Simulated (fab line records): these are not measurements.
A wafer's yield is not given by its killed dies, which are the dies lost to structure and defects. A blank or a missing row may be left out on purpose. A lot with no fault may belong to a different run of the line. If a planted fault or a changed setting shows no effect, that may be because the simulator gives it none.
Split-lot study | flow n5Finfet | 21 wafers read from 7 lots, route of 1938 steps

== ON THE SPLIT ==
At N5_HKMG_FIN_PEB_10 (peb time 60 s), the setting pebTimeS was moved away from the recipe's 60 s on 9 of the 21 wafers read, by -19.7% to +15.1%. For the rest of the wafers, this setting stayed at what the recipe calls for.

== FROM THE SPLIT TO THE READING: what the file shows between them, 1 step ==
- N5_HKMG_FIN_DEVELOP_11: develop time 30 s

== THE READING ==
cdNm (nm) at N5_HKMG_FIN_CD_MEAS_12, where the cd target is 92.8 nm. A value of 92.9 nm with a standard deviation of 0.54 nm is what fault-free wafers of this fab line usually give.

wafer  | tool, chamber at the split | pebTimeS as run, s | against the recipe | cdNm, nm | against lot-mates on the recipe
L081.1 | lithoTrack-03, 0           | 60                 | recipe             | 92.0     | -
L081.2 | lithoTrack-03, 0           | 60                 | recipe             | 93.1     | -
L081.6 | lithoTrack-03, 0           | 48.9               | -18.5%             | 85.6     | -7.0
L083.1 | lithoTrack-03, 0           | 48.17              | -19.7%             | 85.9     | no lot-mate on the recipe
L083.2 | lithoTrack-03, 0           | 48.17              | -19.7%             | 85.6     | no lot-mate on the recipe
L083.4 | lithoTrack-03, 0           | 48.17              | -19.7%             | 85.3     | no lot-mate on the recipe
L088.1 | lithoTrack-01, 0           | 60                 | recipe             | 93.2     | -
L088.5 | lithoTrack-01, 0           | 53.2               | -11.3%             | 89.0     | -4.1
L088.6 | lithoTrack-01, 0           | 60                 | recipe             | 93.0     | -
L090.2 | lithoTrack-01, 0           | 69.03              | +15.1%             | 97.5     | +4.5
L090.3 | lithoTrack-01, 0           | 60                 | recipe             | 93.0     | -
L090.4 | lithoTrack-01, 0           | 69.03              | +15.1%             | 97.6     | +4.6
L091.2 | lithoTrack-01, 0           | 55.88              | -6.9%              | 90.3     | -1.8
L091.3 | lithoTrack-01, 0           | 60                 | recipe             | 92.1     | -
L091.5 | lithoTrack-01, 0           | 55.88              | -6.9%              | 89.9     | -2.2
L092.3 | lithoTrack-03, 0           | 60                 | recipe             | 92.7     | -
L092.4 | lithoTrack-03, 0           | 60                 | recipe             | 92.7     | -
L092.6 | lithoTrack-03, 0           | 60                 | recipe             | 92.9     | -
L093.2 | lithoTrack-03, 0           | 60                 | recipe             | 92.9     | -
L093.3 | lithoTrack-03, 0           | 60                 | recipe             | 93.2     | -
L093.4 | lithoTrack-03, 0           | 60                 | recipe             | 92.4     | -

FIT RESULTS
A straight line over all 21 wafers: cdNm changes by +0.353 nm for each +1% of pebTimeS; r = +0.99; the points scatter about the line by 0.4 nm.
The same after taking each lot's own level away (the mean of its wafers on the recipe; 18 wafers): +0.332 nm for each +1%; r = +0.99; scatter 0.38 nm.
That fit puts the effect of the largest move of pebTimeS on the reading at 6.6 nm.
The span of the lots' own levels, 92.10 to 93.10 nm, comes to 1.9 times the standard deviation stated above.
The two slopes are in agreement: the lot-to-lot level therefore moves the slope only a little.
Check: for one of the wafers moved furthest among these (-18.5%), held out of the fit, the line's prediction against its lot-mates is -5.81 nm. Against them it came out at -6.95 nm.

== THESE WAFERS: OTHER SPLITS ==
These wafers also went through other splits before the reading. Each is held against what the fit with the lots' levels taken away leaves over:
other split on the same wafers | wafers away from the commonest value | r with cdNm (lot level and that fit taken away)
N5_SD_EPI_N_PEB_07 pebTempC    | 10                                   | -0.22
N5_SD_EPI_P_COAT_35 spinRpm    | 9                                    | -0.14
N5_SD_EPI_P_PEB_07 pebTimeS    | 10                                   | +0.39
N5_ILD0_CMP_12 downForcePsi    | 12                                   | -0.14
N5_HKMG_FIN_COAT_06 spinRpm    | 3                                    | +0.66

== FILE'S OWN FIT ==
cdNm changes by +0.346 nm for each +1% of pebTimeS, r = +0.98.
